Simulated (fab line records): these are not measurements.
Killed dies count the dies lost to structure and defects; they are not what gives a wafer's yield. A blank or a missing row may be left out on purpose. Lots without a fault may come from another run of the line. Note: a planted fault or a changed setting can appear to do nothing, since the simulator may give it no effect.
Matching of chambers | flow n5Finfet | N5_BEOL_M1_PRE_CLEAN_60 on cvdCo-02 has 3 sister chambers
The step time 15 s. 6 wafers are shown with their chamber, then 12 later ones without.

## WAFERS WITH THEIR CHAMBER
wafer  | chamber | heaterPowerW (W)
L089.1 | 0       | 99
L089.2 | 1       | 152
L089.4 | 2       | 76
L092.3 | 1       | 151
L092.5 | 2       | 75
L092.6 | 0       | 97

## WAFERS WITHOUT THEIR CHAMBER
wafer  | heaterPowerW (W)
L094.1 | 76
L094.5 | 149
L094.6 | 78
L093.2 | 98
L093.4 | 151
L093.6 | 78
L095.2 | 149
L095.4 | 153
L095.6 | 96
L097.2 | 98
L097.3 | 76
L097.5 | 155

## WHICH CHAMBER EACH WENT THROUGH
wafer  | from the rows above | in truth
L094.1 | 2                   | 2
L094.5 | 1                   | 1
L094.6 | 2                   | 2
L093.2 | 0                   | 0
L093.4 | 1                   | 1
L093.6 | 2                   | 2
L095.2 | 1                   | 1
L095.4 | 1                   | 1
L095.6 | 0                   | 0
L097.2 | 0                   | 0
L097.3 | 2                   | 2
L097.5 | 1                   | 1
Correctly placed: 12 of 12. Left unplaced by these rows: 0. Wrongly placed: 0.
How it was worked out, from the rows above alone: a wafer's distance from a chamber is the root of the sum, over the readings, of the square of ((its reading less the chamber's mean) divided by the reading's scatter). The wafer belongs to the nearest chamber; if the next one is less than 2 further off, it can't be placed. For every chamber, the mean is computed from those of its wafers that are shown. How the scatter is found: for the shown wafers, subtract from each reading the mean of its chamber, square and add these, divide the total by (wafers less chambers), then take the root.
